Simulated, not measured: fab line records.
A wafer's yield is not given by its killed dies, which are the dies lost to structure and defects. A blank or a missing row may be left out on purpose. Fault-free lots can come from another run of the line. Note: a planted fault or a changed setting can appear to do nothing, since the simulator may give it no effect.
Code-filled problem report in 8D (eight disciplines) form + flow n5Finfet + the parts of the form that need people (team, actions taken, sign-off) are left out

== 1. WHAT IS WRONG ==
At N5_SD_EPI_P_INSPECT_26, rawDefectCount averages 532 over 6 wafers from 2 lots, while fault-free wafers read 186, standard deviation 38. Relative to the usual mean, that is a shift of +9.1 standard deviations.
The step: inspects for defects (darkfield).
First observed at day 6 14:26: wafer L529.3, on defectInspect-01. The record has a number at this step for 28 wafers belonging to 10 lots. Rule for "out", or "out of limits": more than 4 standard deviations from the usual mean. Any other wafer with a number is counted as sound.

== 2. WHAT IT IS AND WHAT IT IS NOT ==
| question                    | is                                 | is not                                                                                 |
|-----------------------------|------------------------------------|----------------------------------------------------------------------------------------|
| which readings at this step | rawDefectCount                     | -                                                                                      |
| which lots                  | L529, L531                         | L518, L520, L522, L523, L533, L536, L538, L539                                         |
| which wafers of those lots  | all that have a number             | -                                                                                      |
| read on which gauges        | defectInspect-01, defectInspect-02 | -                                                                                      |
| when                        | from day 6 14:26                   | up to then (12 sound wafers); but 10 sound wafers of L533, L536, L538, L539 came after |

== 3. SUSPECTS, AND WHAT RULES EACH OUT ==
Counting: any tool at a process step up to the reading is kept as a suspect provided that every lot that is out went through it and no sound lot did after the first of them.
- the gauge at N5_SD_EPI_P_INSPECT_26 has been ruled out. 2 gauges (defectInspect-01, defectInspect-02) read the wafers that are out.
- epiRpcvd-04 at N5_SD_EPI_P_VAPOR_ETCH_44 (etches SiGe30 in NF3/Ar, time 3.3 s): kept. Every lot that is out went through it, starting with L529 (day 6 11:11), and after that it ran no sound lot; the last sound lot it ran before then is L522 (day 4 13:09).
The count leaves epiRpcvd-04 at N5_SD_EPI_P_VAPOR_ETCH_44.

== 4. THE CAUSE (what the simulator had put in) ==
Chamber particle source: epiRpcvd-04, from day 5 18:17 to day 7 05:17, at N5_SD_EPI_P_VAPOR_ETCH_44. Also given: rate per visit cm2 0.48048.
Counting left only this tool.

== 5. SEQUENCE OF EFFECTS, ordered by route ==
Rows list readings where the struck wafers' mean (over those with a number) sits beyond 3 standard deviations from the usual. Readings are gone through only where the record gives a usual standard deviation; hours: the median, over the lots, of the time from a lot's start at the first step in this table giving one to that lot's start at this step; sigmas: the change measured in usual standard deviations.
| hours | step                        | reading             | usual  | on struck wafers | change | sigmas |
|-------|-----------------------------|---------------------|--------|------------------|--------|--------|
| 0     | N5_SD_EPI_P_INSPECT_26      | rawDefectCount      | 186    | 532              | +346   | +9.1   |
| 1     | N5_SD_ACTIVATION_INSPECT_02 | rawDefectCount      | 187    | 524              | +337   | +8.9   |
| 216   | N5_PASSIVATION_PROBE_49     | defectLimitedYield  | 91.5 % | 82.4             | -9.1   | -6.1   |
| 216   | N5_PASSIVATION_PROBE_49     | killedAtFrontEnd    | 38     | 140              | +102   | +9.3   |
| 216   | N5_PASSIVATION_PROBE_49     | killedDies          | 101    | 208              | +107   | +6.0   |
| 216   | N5_PASSIVATION_PROBE_49     | sort_bin_5_function | 5.0 %  | 10.8             | +5.8   | +5.8   |
| 216   | N5_PASSIVATION_PROBE_49     | sortNPass           | 1078   | 972              | -106   | -4.8   |
| 216   | N5_PASSIVATION_PROBE_49     | sortYieldPct        | 91.3 % | 82.4             | -8.9   | -4.7   |
Its process steps:
- N5_PASSIVATION_PROBE_49
Later measuring or inspecting steps at which every struck wafer that the step has a row for has a number for every such reading, and none has moved that far: N5_BEOL_M4_RC_MEAS_101.

== 6. HOW IT WOULD HAVE BEEN CAUGHT EARLIER ==
The first out-of-limits reading at a measuring or inspecting step in this record came at day 6 14:26, 20 hours after the fault's start at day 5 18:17.
L531, from the lots that are out (2), started N5_SD_EPI_P_VAPOR_ETCH_44 on epiRpcvd-04 later than day 6 14:26. Holding the tool at that time would have saved it.
